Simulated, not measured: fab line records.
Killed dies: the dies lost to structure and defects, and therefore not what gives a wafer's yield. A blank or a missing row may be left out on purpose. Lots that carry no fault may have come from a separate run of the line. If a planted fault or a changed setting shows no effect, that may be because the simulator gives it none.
One fault through the eyes of 2 desks || flow nand harc || numbers are kept per desk, each desk with only its own; the story behind them comes last

== TOOL OWNER'S DESK, pecvd onon-04 ==
The tool's own readings at NHARC_A_ONON_D1_DEP_28 (target thk 1000 nm): means of the sampled wafers that have a number, for each lot that ran on this tool. The brackets show how far a lot's mean lies from the usual mean; more than 4 standard deviations puts the lot out of limits, marked OUT.
Columns: A = n2o flow sccm at NHARC_A_ONON_D1_DEP_28, usual 1999 sccm
{"lot": "L467", "first seen here": "day 9 12:02", "A": 1996}
{"lot": "L472", "first seen here": "day 11 16:11", "A": 1995}
{"lot": "L475", "first seen here": "day 12 13:22", "A": 1996}
{"lot": "L482", "first seen here": "day 15 12:13", "A": 2002}
{"lot": "L483", "first seen here": "day 16 00:40", "A": 2006}
{"lot": "L486", "first seen here": "day 18 01:46", "A": 2001}
Result from this desk: across the 6 lots, nothing is out of limits.

== THE METROLOGY DESK ==
What the gauges read, lot by lot, whatever tool the lot ran on: means of the sampled wafers that have a number. The brackets show how far a lot's mean lies from the usual mean; more than 4 standard deviations puts the lot out of limits, marked OUT.
Columns: A = cd nm at NHARC_A_ZERO_WELL_CD_MEAS_10, usual 1999.6 nm; B = thk nm at NHARC_A_SOURCE_PLATE_THK_MEAS_06, usual 200.4 nm; C = thk nm at NHARC_A_ONON_D1_THK_MEAS_30, usual 1000 nm
{"lot": "L464", "first seen here": "day 6 21:04", "A": 2000.2, "B": 201.2, "C": 1004}
{"lot": "L467", "first seen here": "day 7 22:34", "A": 1999.6, "B": 202.4, "C": 1009}
{"lot": "L468", "first seen here": "day 8 08:35", "A": 1999.6, "B": 202.7, "C": 999}
{"lot": "L471", "first seen here": "day 9 13:08", "A": 1999.0, "B": 201.2, "C": 1006}
{"lot": "L472", "first seen here": "day 10 05:13", "A": 1998.3, "B": 197.7, "C": "1691 (+84) OUT"}
{"lot": "L475", "first seen here": "day 11 05:07", "A": 2000.8, "B": 204.3, "C": "1689 (+84) OUT"}
{"lot": "L476", "first seen here": "day 11 16:21", "A": 1998.2, "B": 201.5, "C": 1015}
{"lot": "L478", "first seen here": "day 12 22:12", "A": 1999.7, "B": 200.4, "C": 998}
{"lot": "L479", "first seen here": "day 12 22:51", "A": 2000.4, "B": 197.1, "C": 995}
{"lot": "L482", "first seen here": "day 14 01:31", "A": 2000.1, "B": 201.1, "C": 1005}
{"lot": "L483", "first seen here": "day 14 14:37", "A": 1999.3, "B": 199.0, "C": 1004}
{"lot": "L485", "first seen here": "day 15 10:41", "A": 1999.8, "B": 199.6, "C": 996}
{"lot": "L486", "first seen here": "day 16 16:30", "A": 1997.9, "B": 198.3, "C": 1004}
Finding of this desk: L472, L475 out of limits; the first was L472 at day 11 16:35, on thk nm at NHARC_A_ONON_D1_THK_MEAS_30. In limits: L464, L467, L468, L471, L476, L478, L479, L482, L483, L485, L486.

== BROUGHT TOGETHER ==
At day 11 16:35 the metrology desk could have sounded an alarm, on L472, L475.
The tool owner's desk saw nothing out of limits.
The tool owner's desk has L472, L475 on record, within its limits.
NHARC_A_ONON_D1_DEP_28 was run on pecvd onon-04 by each of the lots named.

== WHAT HAD BEEN PUT IN BY THE SIMULATOR ==
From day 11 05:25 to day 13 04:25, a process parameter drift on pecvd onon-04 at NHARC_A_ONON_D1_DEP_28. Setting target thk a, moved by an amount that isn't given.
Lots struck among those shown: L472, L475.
Time in hours between the start of the fault and the first out-of-limits reading at each desk: metrology desk, 11.
